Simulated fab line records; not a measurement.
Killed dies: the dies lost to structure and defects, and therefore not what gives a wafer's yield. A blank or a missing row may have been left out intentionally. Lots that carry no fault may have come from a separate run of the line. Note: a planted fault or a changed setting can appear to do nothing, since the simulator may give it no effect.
fab line records    flow nand_harc
record: lots: 11  wafers: 33  last_day: 34
route steps=1302 shown A_CHANNEL_HOLE_D1@472 A_CHANNEL_FILL_D1@495 END@1302
lots that met no fault: from a run of the same line without faults
start_h: hours from the record's opening day to when the first of the lot's shown wafers began    wait_h: how many hours have passed since the lot's step before this one    " same as the row above    L1.1+2: one row covering several wafers at once    - either no value or no given start    * or withheld: withheld    < > ~ a bound
route shown NAME@n: NAME is a module with steps in the file, n the number in the route of the first one    usual: mean/standard deviation taken from wafers without a fault    same: alike in all rows    chamber/n: place in a boat    sites: per-site readings    _std_site: standard deviation across them    _edge_site: the outer-site mean with the inner-site mean subtracted    radius_mm: how far each site lies from the wafer's centre    mask NAME#n: copy n    behind: the most recent tool/chamber to have shaped the wafer    hold: what put the lot on hold/how long, in hours/how the hold closed    device: which transistor (n, p or np) failed to switch    end of line: tests of these same wafers at the route's end    a step without rows: its recipe alone    killed: at the first sort, the dies lost to defects and structure; wafer yield is something else    map: a wafer's dies, x killed, . not, _ none there
set.NAME: the setting that was run; set.NAME@STEP: the one run at that earlier step    model.NAME: the simulator's own value behind a step, which no gauge read
a sample of lots followed through the steps of the route, with each step as a table and each wafer as a row
services: from which hour (start_h, from the record's first day; less than 0 if before it) a tool's chamber was out of use, for how many hours, and why
== steps ==
step: NHARC_A_CHANNEL_HOLE_D1_ETCH_20
recipe: bias_v: 3000  source_w: withheld  pressure_mtorr: 20  time_s: 361.9  ar_flow_sccm: 375  c4f8_flow_sccm: 89.3  o2_flow_sccm: 35.7  temp_c: -20  target_depth_a: 16000  chemistry: C4F8/O2/Ar
usual: drypump_motor_current_A: 5.8/0.37  o2_flow_sccm: 35.69/0.1  showerhead_plenum_p_Torr: 3.66/0.096  throttle_valve_pct: 32.156/0.0087
lot.wafer  tool         chamber  start_h  wait_h  drypump_motor_current_A  o2_flow_sccm  rf_hours_counter_h  showerhead_plenum_p_Torr  throttle_valve_pct
L666.1     har_etch-01  0        188.14   0.1     5.3                      35.59         92                  3.73                      32.163
L666.4     "            0        "        "       5.3                      35.59         -                   3.73                      32.162
L666.3     "            1        "        "       6.2                      35.53         -                   3.73                      32.152
L667.1     har_etch-01  0        202.79   0.1     5.4                      35.72         100                 3.73                      32.166
L667.4     "            0        "        "       5.3                      35.71         -                   3.73                      32.155
L667.6     "            0        "        "       5.3                      35.75         -                   3.73                      32.149
L669.3     har_etch-02  0        223.76   0.2     5.8                      35.68         -                   3.52                      32.154
L669.4     "            1        "        "       5.6                      35.69         -                   3.62                      32.136
L669.6     "            1        "        "       5.6                      35.68         -                   3.62                      32.145
L674.1     har_etch-01  1        266.69   0.1     6.2                      35.62         142                 3.70                      32.164
L674.2     "            0        "        "       5.4                      35.60         142                 3.70                      32.138
L674.3     "            0        "        "       5.3                      35.74         -                   3.70                      32.152
L675.2     har_etch-01  1        279.44   0.1     6.2                      35.75         150                 3.70                      32.148
L675.3     "            0        "        "       5.3                      35.56         -                   3.70                      32.155
L675.6     "            0        "        "       5.3                      35.60         -                   3.70                      32.153
L676.4     har_etch-02  0        303.18   0.2     5.9                      35.72         -                   3.50                      32.162
L676.5     "            1        "        "       5.6                      35.73         -                   3.60                      32.163
L676.6     "            0        "        "       5.9                      35.78         -                   3.50                      32.151
L683.4     har_etch-01  1        359.71   0.2     6.2                      35.73         -                   3.67                      32.133
L683.3     "            0        "        "       5.3                      35.60         -                   3.67                      32.165
L683.5     "            1        "        "       6.2                      35.52         -                   3.67                      32.158
L685.4     har_etch-01  0        389.69   0.2     5.4                      35.55         -                   3.66                      32.136
L685.5     "            0        "        "       5.4                      35.48         -                   3.66                      32.161
L685.6     "            1        "        "       6.3                      35.96         -                   3.66                      32.149
L686.2     har_etch-01  1        401.70   0.1     6.2                      35.84         226                 3.66                      32.148
L686.4     "            1        "        "       6.2                      35.89         -                   3.66                      32.151
L686.5     "            0        "        "       5.3                      35.73         -                   3.66                      32.144
L687.1     har_etch-02  1        404.07   0.1     5.6                      35.81         7                   3.93                      32.145
L687.4     "            1        "        "       5.6                      35.71         -                   3.93                      32.161
L687.5     "            1        "        "       5.6                      35.80         -                   3.93                      32.142
L688.1     har_etch-01  0        412.60   0.1     5.3                      35.73         233                 3.65                      32.141
L688.3     "            1        "        "       6.3                      35.70         -                   3.65                      32.160
L688.5     "            0        "        "       5.3                      35.73         -                   3.65                      32.159
step: NHARC_A_CHANNEL_HOLE_D1_ETCH_23
recipe: bias_v: 5000  source_w: withheld  pressure_mtorr: 20  time_s: 819  ar_flow_sccm: 375  c4f8_flow_sccm: 89.3  o2_flow_sccm: 35.7  temp_c: -20  target_depth_a: 16000  chemistry: C4F8/O2/Ar
usual: drypump_motor_current_A: 5.8/0.37  o2_flow_sccm: 35.71/0.11  showerhead_plenum_p_Torr: 3.66/0.096  throttle_valve_pct: 32.154/0.0092
lot.wafer  tool         chamber  start_h  wait_h  drypump_motor_current_A  o2_flow_sccm  rf_hours_counter_h  showerhead_plenum_p_Torr  throttle_valve_pct
L666.1     har_etch-01  0        189.46   0.5     5.3                      35.65         94                  3.73                      32.177
L666.4     "            0        "        "       5.3                      35.80         -                   3.73                      32.156
L666.3     "            1        "        "       6.2                      35.73         -                   3.73                      32.150
L667.1     har_etch-01  0        204.12   0.5     5.3                      35.69         101                 3.72                      32.147
L667.4     "            0        "        "       5.4                      35.95         -                   3.72                      32.156
L667.6     "            0        "        "       5.4                      35.72         -                   3.72                      32.163
L669.3     har_etch-02  0        225.22   0.5     5.9                      35.82         -                   3.52                      32.167
L669.4     "            1        "        "       5.6                      35.79         -                   3.62                      32.137
L669.6     "            1        "        "       5.6                      35.75         -                   3.62                      32.163
L674.1     har_etch-01  1        268.01   0.5     6.2                      35.57         143                 3.70                      32.154
L674.2     "            0        "        "       5.3                      35.77         143                 3.70                      32.152
L674.3     "            0        "        "       5.3                      35.82         -                   3.70                      32.152
L675.2     har_etch-01  1        280.76   0.5     6.2                      35.34         151                 3.70                      32.151
L675.3     "            0        "        "       5.3                      35.75         -                   3.70                      32.149
L675.6     "            0        "        "       5.4                      35.69         -                   3.70                      32.148
L676.4     har_etch-02  0        304.69   0.5     5.9                      35.83         -                   3.50                      32.165
L676.5     "            1        "        "       5.6                      35.64         -                   3.60                      32.154
L676.6     "            0        "        "       5.9                      35.74         -                   3.50                      32.150
L683.4     har_etch-01  1        361.17   0.5     6.2                      35.67         -                   3.67                      32.151
L683.3     "            0        "        "       5.3                      35.78         -                   3.67                      32.140
L683.5     "            1        "        "       6.2                      35.76         -                   3.67                      32.150
L685.4     har_etch-01  0        391.13   0.5     5.3                      35.76         -                   3.66                      32.152
L685.5     "            0        "        "       5.3                      35.77         -                   3.66                      32.157
L685.6     "            1        "        "       6.2                      35.39         -                   3.66                      32.160
L686.2     har_etch-01  1        403.02   0.5     6.3                      35.76         227                 3.66                      32.182
L686.4     "            1        "        "       6.3                      35.70         -                   3.66                      32.142
L686.5     "            0        "        "       5.4                      35.85         -                   3.66                      32.143
L687.1     har_etch-02  1        405.47   0.5     5.6                      35.69         9                   3.93                      32.129
L687.4     "            1        "        "       5.6                      35.56         -                   3.93                      32.156
L687.5     "            1        "        "       5.6                      35.45         -                   3.93                      32.154
L688.1     har_etch-01  0        413.99   0.5     5.3                      35.65         234                 3.65                      32.156
L688.3     "            1        "        "       6.3                      35.73         -                   3.65                      32.153
L688.5     "            0        "        "       5.3                      35.78         -                   3.65                      32.160
step: NHARC_A_CHANNEL_HOLE_D1_ETCH_44
recipe: target_depth_a: 1400  overetch_a: 140  time_s: 77  ion_energy_ev: 100  cf4_flow_sccm: 80  o2_flow_sccm: 20  ar_flow_sccm: 0  rf_w: 300  bias_w: 100  chemistry: CF4/O2
usual: drypump_motor_current_A: 5.6/0.32  o2_flow_sccm: 20.00/0.064  oes_product_au: 1.001/0.011  rf_fwd_power_W: 297.4/1  rf_vpp_V: 197.8/1.6  showerhead_plenum_p_Torr: 1.34/0.064  throttle_valve_pct: 13.396/0.0092
lot.wafer  tool         chamber  start_h  wait_h  drypump_motor_current_A  o2_flow_sccm  oes_product_au  rf_fwd_power_W  rf_hours_counter_h  rf_vpp_V  showerhead_plenum_p_Torr  throttle_valve_pct
L666.3     rie_diel-10  1        192.78   0.1     5.3                      20.03         1.005           296.6           10                  200.2     1.42                      13.390
L666.1     "            2        "        "       5.8                      20.00         0.993           296.5           10                  199.6     1.36                      13.412
L666.4     "            1        "        "       5.3                      19.96         1.010           296.1           -                   199.7     1.42                      13.400
L667.1     rie_diel-10  2        207.42   0.1     5.8                      20.03         1.007           299.4           11                  198.8     1.36                      13.402
L667.4     "            3        "        "       5.6                      20.07         1.011           298.9           11                  196.0     1.24                      13.404
L667.6     "            2        "        "       5.8                      20.04         1.004           298.5           -                   198.3     1.36                      13.381
L669.4     rie_diel-10  2        228.30   0.1     5.8                      20.04         0.998           297.9           13                  197.8     1.36                      13.416
L669.3     "            3        "        "       5.7                      20.05         0.989           297.2           13                  195.8     1.24                      13.400
L669.6     "            1        "        "       5.3                      20.08         0.997           296.1           -                   200.1     1.42                      13.401
L674.3     rie_diel-10  1        271.28   0.1     5.3                      19.96         1.000           296.2           1                   200.7     1.42                      13.397
L674.2     "            2        "        "       5.8                      19.95         0.981           298.4           1                   199.2     1.36                      13.399
L674.1     "            3        "        "       5.6                      20.01         1.013           299.6           1                   195.3     1.24                      13.381
L675.3     rie_diel-10  0        284.06   0.1     5.7                      19.93         0.994           297.3           2                   197.9     1.31                      13.404
L675.2     "            2        "        "       5.8                      19.97         1.000           299.7           2                   198.4     1.36                      13.411
L675.6     "            0        "        "       5.6                      19.91         0.998           298.1           -                   198.1     1.31                      13.395
L676.4     rie_diel-10  0        307.66   0.1     5.7                      19.96         0.992           297.0           4                   197.5     1.31                      13.390
L676.5     "            3        "        "       5.6                      20.01         1.020           298.3           -                   193.4     1.24                      13.389
L676.6     "            0        "        "       5.6                      19.91         0.984           297.7           -                   196.9     1.31                      13.409
L683.4     rie_diel-10  3        364.23   0.1     5.6                      19.99         1.015           298.1           8                   195.4     1.24                      13.396
L683.3     "            0        "        "       5.7                      20.05         0.994           297.8           8                   195.1     1.31                      13.394
L683.5     "            2        "        "       5.8                      19.90         1.004           298.3           -                   197.9     1.36                      13.386
L685.4     rie_diel-10  1        394.19   0.1     5.3                      19.99         1.003           296.1           12                  198.6     1.42                      13.398
L685.6     "            0        "        "       5.6                      20.05         0.988           297.3           -                   197.5     1.31                      13.399
L685.5     "            1        "        "       5.3                      20.02         1.002           296.2           -                   198.7     1.42                      13.390
L686.2     rie_diel-10  0        406.32   0.1     5.7                      20.00         0.988           298.2           12                  196.9     1.31                      13.384
L686.4     "            1        "        "       5.3                      19.97         1.007           296.9           13                  199.7     1.42                      13.387
L686.5     "            0        "        "       5.7                      20.04         0.991           298.3           -                   196.9     1.31                      13.388
L687.1     rie_diel-10  0        408.63   0.0     5.7                      19.92         0.995           297.7           12                  196.3     1.31                      13.403
L687.4     "            3        "        "       5.6                      20.10         1.020           298.0           12                  194.8     1.24                      13.398
L687.5     "            0        "        "       5.6                      20.01         0.993           297.4           -                   198.6     1.31                      13.392
L688.1     rie_diel-10  3        417.15   0.0     5.6                      19.83         1.010           297.8           13                  194.6     1.24                      13.409
L688.3     "            2        "        "       5.8                      20.11         0.996           296.5           13                  197.9     1.36                      13.394
L688.5     "            3        "        "       5.6                      19.95         1.021           297.6           -                   196.2     1.24                      13.397
step: NHARC_A_CHANNEL_FILL_D1_ALD_15
recipe: target_thk_a: 20  pulse_time_s: 60  ald_cycles: 19  temp_c: 630  pressure_torr: 2  material: SiNx
usual: chamber_pressure_Torr: 2.000/0.0045  precursor_pulse_height_rel: 1.002/0.018  susceptor_temp_C: 629.93/0.26
same: ald_cycles: 19
lot.wafer  tool              chamber  start_h  wait_h  chamber_pressure_Torr  precursor_pulse_height_rel  susceptor_temp_C
L666.1     ald_sin_batch-01  0        204.21   -       2.001                  1.010                       -
L666.3     "                 0        "        "       2.003                  1.015                       -
L666.4     "                 0        "        "       2.000                  1.010                       -
L667.1     ald_sin_batch-02  0        218.79   -       1.998                  0.985                       629.78
L667.4     "                 0        "        "       1.993                  1.003                       629.34
L667.6     "                 0        "        "       2.000                  1.019                       629.41
L669.3     ald_sin_batch-02  0        237.90   -       2.004                  1.046                       -
L669.4     "                 0        "        "       2.001                  1.036                       -
L669.6     "                 0        "        "       2.002                  1.038                       -
L674.1     ald_sin_batch-01  0        282.61   -       1.999                  0.993                       629.91
L674.2     "                 0        "        "       1.998                  0.988                       630.23
L674.3     "                 0        "        "       2.000                  0.948                       629.78
L675.2     ald_sin_batch-02  0        296.68   -       2.004                  1.003                       657.89
L675.3     "                 0        "        "       1.999                  0.969                       657.72
L675.6     "                 0        "        "       1.994                  1.013                       658.38
L676.4     ald_sin_batch-01  0        319.00   -       2.005                  1.027                       630.10
L676.5     "                 0        "        "       2.000                  0.999                       629.95
L676.6     "                 0        "        "       1.994                  0.995                       630.05
L683.3     ald_sin_batch-01  0        375.57   -       1.999                  1.011                       629.42
L683.4     "                 0        "        "       1.995                  0.983                       629.90
L683.5     "                 0        "        "       1.999                  1.035                       629.87
L685.4     ald_sin_batch-03  0        405.57   -       2.002                  1.032                       -
L685.5     "                 0        "        "       2.003                  0.997                       -
L685.6     "                 0        "        "       2.005                  1.002                       -
L686.2     ald_sin_batch-01  0        417.59   -       2.004                  1.010                       -
L686.4     "                 0        "        "       2.004                  0.988                       -
L686.5     "                 0        "        "       2.007                  0.984                       -
L687.1     ald_sin_batch-01  0        417.59   -       1.994                  1.009                       -
L687.4     "                 0        "        "       1.992                  0.978                       -
L687.5     "                 0        "        "       2.001                  1.013                       -
L688.1     ald_sin_batch-03  0        429.94   3.1     1.993                  0.988                       -
L688.3     "                 0        "        "       1.993                  1.021                       -
L688.5     "                 0        "        "       1.994                  1.031                       -
step: NHARC_END_SORT_01
recipe: temp_c: 25
usual: defect_limited_yield: 90.9/2.8  killed_at_array: 56/19  killed_at_other: 1.0/1.3  killed_at_periphery: 3.8/2.2  killed_dies: 61/19  killed_open: 3.1/1.9  killed_short: 2.3/1.5
same: gross_dies: 677
lot.wafer  tool       chamber  start_h  wait_h  defect_limited_yield[%]  killed_at_array  killed_at_other  killed_at_periphery  killed_dies  killed_open  killed_short
L666.1     prober-01  0        572.64   2.5     89.7                     67               1                2                    70           2            2
L666.3     prober-01  0        574.25   3.1     89.5                     65               4                2                    71           4            0
L666.4     prober-01  0        575.06   3.4     90.4                     60               2                3                    65           4            6
L667.1     prober-02  0        585.54   2.5     93.9                     32               3                6                    41           8            5
L667.4     prober-02  0        587.93   3.4     95.7                     19               0                10                   29           2            4
L667.6     prober-02  0        589.52   4.0     95.3                     25               0                7                    32           6            1
L683.3     prober-02  0        744.45   3.1     95.1                     30               1                2                    33           4            0
L683.4     prober-02  0        745.26   3.4     95.0                     32               0                2                    34           1            0
L683.5     prober-02  0        746.06   3.7     94.5                     37               0                0                    37           4            2
L687.1     prober-01  0        771.99   2.5     92.5                     45               2                4                    51           2            5
L687.4     prober-01  0        774.39   3.4     92.2                     45               3                5                    53           3            3
L687.5     prober-01  0        775.19   3.7     92.2                     50               2                1                    53           2            3
L686.2     prober-02  0        773.31   2.8     92.2                     52               1                0                    53           2            2
L686.4     prober-02  0        774.90   3.4     88.3                     78               0                1                    79           9            2
L686.5     prober-02  0        775.70   3.7     91.9                     48               1                6                    55           2            1
killed by level:class
L666.1 A_SLIT:chamber_film_flake=30 A_CHANNEL_HOLE_D2:chamber_film_flake=13 A_STAIRCASE:chamber_film_flake=9 A_CHANNEL_HOLE_D1:chamber_film_flake=3 A_CONTACT:unspecified=3 P_GATE:chamber_film_flake=2 A_CONTACT:chamber_film_flake=2 A_SOURCE_PLATE:geometric_particle:open=1
L666.3 A_SLIT:chamber_film_flake=29 A_STAIRCASE:chamber_film_flake=10 A_CHANNEL_HOLE_D2:chamber_film_flake=8 A_CHANNEL_FILL_D2:chamber_film_flake=4 THIN_TSV:chamber_film_flake=4 A_ZERO_WELL:chamber_film_flake=3 A_CONTACT:chamber_film_flake=3 A_CONTACT:unspecified=3
L666.4 A_SLIT:chamber_film_flake=30 A_CHANNEL_HOLE_D2:chamber_film_flake=7 A_STAIRCASE:chamber_film_flake=7 A_CONTACT:chamber_film_flake=3 A_DECK1_JOINT:geometric_particle:short=2 A_WL_FILL:geometric_particle:short=2 A_ZERO_WELL:chamber_film_flake=2 A_CONTACT:unspecified=2
L667.1 A_CHANNEL_HOLE_D2:chamber_film_flake=11 A_STAIRCASE:chamber_film_flake=6 A_CHANNEL_FILL_D1:geometric_particle:open=2 A_CONTACT:chamber_film_flake=2 THIN_TSV:chamber_film_flake=2 P_CONTACT:geometric_particle:open=1 P_M0:geometric_particle:open=1 P_M1:geometric_particle:short=1
L667.4 P_GATE:chamber_film_flake=7 A_WL_FILL:chamber_film_flake=5 A_CHANNEL_HOLE_D2:chamber_film_flake=3 A_CONTACT:chamber_film_flake=3 A_CHANNEL_FILL_D1:geometric_particle:short=2 P_GATE:geometric_particle:open=1 P_CONTACT:geometric_particle:open=1 A_CHANNEL_FILL_D2:geometric_particle:short=1
L667.6 A_CHANNEL_HOLE_D2:chamber_film_flake=10 P_GATE:chamber_film_flake=4 A_CONTACT:chamber_film_flake=4 A_STAIRCASE:chamber_film_flake=3 P_GATE:geometric_particle:open=1 P_M0:geometric_particle:open=1 A_SOURCE_PLATE:geometric_particle:open=1 A_DECK1_JOINT:geometric_particle:short=1
L683.3 A_CHANNEL_HOLE_D1:chamber_film_flake=17 A_SLIT:chamber_film_flake=3 A_CHANNEL_HOLE_D2:chamber_film_flake=2 A_STAIRCASE:chamber_film_flake=2 P_M0:geometric_particle:open=1 A_ONON_D1:geometric_particle:open=1 A_CHANNEL_FILL_D2:geometric_particle:open=1 A_CONTACT:geometric_particle:open=1
L683.4 A_CHANNEL_HOLE_D1:chamber_film_flake=13 A_SLIT:chamber_film_flake=8 A_STAIRCASE:chamber_film_flake=4 A_ZERO_WELL:chamber_film_flake=2 A_CONTACT:chamber_film_flake=2 A_CHANNEL_FILL_D2:geometric_particle:open=1 P_GATE:chamber_film_flake=1 P_BONDPAD:chamber_film_flake=1
L683.5 A_CHANNEL_HOLE_D1:chamber_film_flake=12 A_STAIRCASE:chamber_film_flake=6 A_CHANNEL_HOLE_D2:chamber_film_flake=5 A_WL_FILL:chamber_film_flake=4 A_M0:geometric_particle:open=2 A_SLIT:chamber_film_flake=2 A_CHANNEL_FILL_D2:geometric_particle:short=1 A_CHANNEL_FILL_D2:geometric_particle:open=1
L687.1 A_CHANNEL_HOLE_D2:chamber_film_flake=26 A_SLIT:chamber_film_flake=7 A_CONTACT:chamber_film_flake=6 A_WL_FILL:geometric_particle:short=2 THIN_TSV:chamber_film_flake=2 P_CONTACT:geometric_particle:open=1 P_M1:geometric_particle:short=1 A_CHANNEL_FILL_D1:geometric_particle:open=1
L686.2 A_SLIT:chamber_film_flake=23 A_CHANNEL_HOLE_D1:chamber_film_flake=13 A_CONTACT:chamber_film_flake=5 A_CHANNEL_FILL_D1:chamber_film_flake=3 A_SOURCE_PLATE:geometric_particle:open=1 A_DECK1_JOINT:geometric_particle:open=1 A_SGD_CUT:geometric_particle:short=1 A_BLC:geometric_particle:short=1
L687.4 A_CHANNEL_HOLE_D2:chamber_film_flake=24 A_SLIT:chamber_film_flake=10 P_ZERO_WELL:chamber_film_flake=3 THIN_TSV:chamber_film_flake=3 A_CHANNEL_FILL_D2:chamber_film_flake=2 A_CONTACT:chamber_film_flake=2 P_M0:geometric_particle:open=1 A_ONON_D1:geometric_particle:short=1
L686.4 A_SLIT:chamber_film_flake=35 A_CHANNEL_HOLE_D1:chamber_film_flake=22 A_CONTACT:chamber_film_flake=4 A_M0:geometric_particle:open=2 A_ZERO_WELL:chamber_film_flake=2 A_ONON_D1:geometric_particle:open=1 A_CHANNEL_FILL_D1:geometric_particle:short=1 A_ONON_D2:geometric_particle:open=1
L687.5 A_CHANNEL_HOLE_D2:chamber_film_flake=33 A_SLIT:chamber_film_flake=9 THIN_TSV:chamber_film_flake=2 A_ONON_D1:geometric_particle:short=1 A_DECK1_JOINT:geometric_particle:short=1 A_CHANNEL_HOLE_D2:geometric_particle:open=1 A_WL_FILL:geometric_particle:short=1 A_M1:geometric_particle:open=1
L686.5 A_SLIT:chamber_film_flake=28 A_CHANNEL_HOLE_D1:chamber_film_flake=10 A_CONTACT:chamber_film_flake=6 P_ZERO_WELL:chamber_film_flake=3 A_CHANNEL_FILL_D1:geometric_particle:short=1 A_ONON_D2:geometric_particle:open=1 A_SGD_CUT:geometric_particle:open=1 P_STI:chamber_film_flake=1
== services ==
tool              chamber  start_h  hours  kind
ald_sin_batch-01  -        171.61   4.7    repair
rie_diel-10       0        172.50   -      clean
rie_diel-10       1        172.50   -      clean
rie_diel-10       2        172.50   -      clean
rie_diel-10       3        172.50   -      clean
ald_sin_batch-02  -        189.07   2.0    repair
rie_diel-10       0        191.77   4.4    repair
rie_diel-10       0        197.00   -      clean
rie_diel-10       1        197.00   -      clean
rie_diel-10       2        197.00   -      clean
rie_diel-10       3        197.00   -      clean
rie_diel-10       0        221.62   -      clean
rie_diel-10       1        221.62   -      clean
rie_diel-10       2        221.62   -      clean
rie_diel-10       3        221.62   -      clean
rie_diel-10       -        242.51   9.0    pm
rie_diel-10       0        242.51   9.0    vent_cycle
rie_diel-10       1        242.51   9.0    vent_cycle
ald_sin_batch-02  -        266.00   26.0   pm
rie_diel-10       -        277.42   0.7    repair
har_etch-01       -        313.12   0.8    repair
rie_diel-10       0        348.01   14.6   repair
har_etch-02       -        377.00   17.0   pm
rie_diel-10       -        419.51   9.0    pm
== key ==
first_sign: step: NHARC_A_CHANNEL_FILL_D1_ALD_15  reading: susceptor_temp_C  direction: up  sigmas: 99+  usual: *  struck: *
effect none on later readings
met_at NHARC_A_CHANNEL_FILL_D1_ALD_15
struck_lots L675
rows_end L675.2,L675.3,L675.6
not_acting_at NHARC_A_CHANNEL_HOLE_D1_ETCH_20,NHARC_A_CHANNEL_HOLE_D1_ETCH_23,NHARC_A_CHANNEL_HOLE_D1_ETCH_44
onset_between 237.90 296.68
fault: kind: process_parameter_drift  tool: ald_sin_batch-02  chamber: -  onset_h: 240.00  steps: NHARC_A_CHANNEL_FILL_D1_ALD_15  channel: temp_c  offset: *  shape: step  acts_in: *  stated: *
rows_end: these wafers met a further fault down the route, and their rows from its step on are left out
